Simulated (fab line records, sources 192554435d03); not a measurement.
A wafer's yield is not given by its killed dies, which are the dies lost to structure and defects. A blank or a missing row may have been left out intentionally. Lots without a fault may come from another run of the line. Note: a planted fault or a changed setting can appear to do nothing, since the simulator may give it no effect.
Chamber matching -- flow n5Finfet -- rieDiel-05 running N5_BEOL_M4_STRIP_36: 4 sister chambers
The step strips in N2/H2. 4 wafers are shown with their chamber, then 7 later ones without.

## WAFERS WITH THEIR CHAMBER
wafer,chamber,showerheadPlenumPTorr (Torr)
L077.2,3,2.71
L080.5,1,2.47
L090.1,2,2.62
L090.3,0,2.47

## WAFERS WITHOUT THEIR CHAMBER
wafer,showerheadPlenumPTorr (Torr)
L090.5,2.46
L091.3,2.46
L091.5,2.46
L091.6,2.62
L094.3,2.62
L094.5,2.46
L094.6,2.62

## CHAMBER TAKEN BY EACH
wafer,from the rows above,in truth
L090.5,can't be placed: 0 or 1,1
L091.3,can't be placed: 0 or 1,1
L091.5,can't be placed: 0 or 1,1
L091.6,2,2
L094.3,2,2
L094.5,can't be placed: 0 or 1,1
L094.6,2,2
Placed correctly: 3 of 7. Can't be placed from these rows: 4 (the true chamber is among the candidates in 4). Wrongly placed: 0.
How it was worked out, from the rows above alone: a wafer's distance from a chamber is the root of the sum, over the readings, of the square of ((its reading less the chamber's mean) divided by the reading's scatter). If the next closest chamber is less than 2 further off than the closest, the wafer can't be placed; otherwise it belongs to the closest. Each chamber's mean is taken over the wafers shown for it. The scatter: with one shown wafer a chamber, the root of the mean of the squares of how far each hidden wafer lies from its nearest shown one.
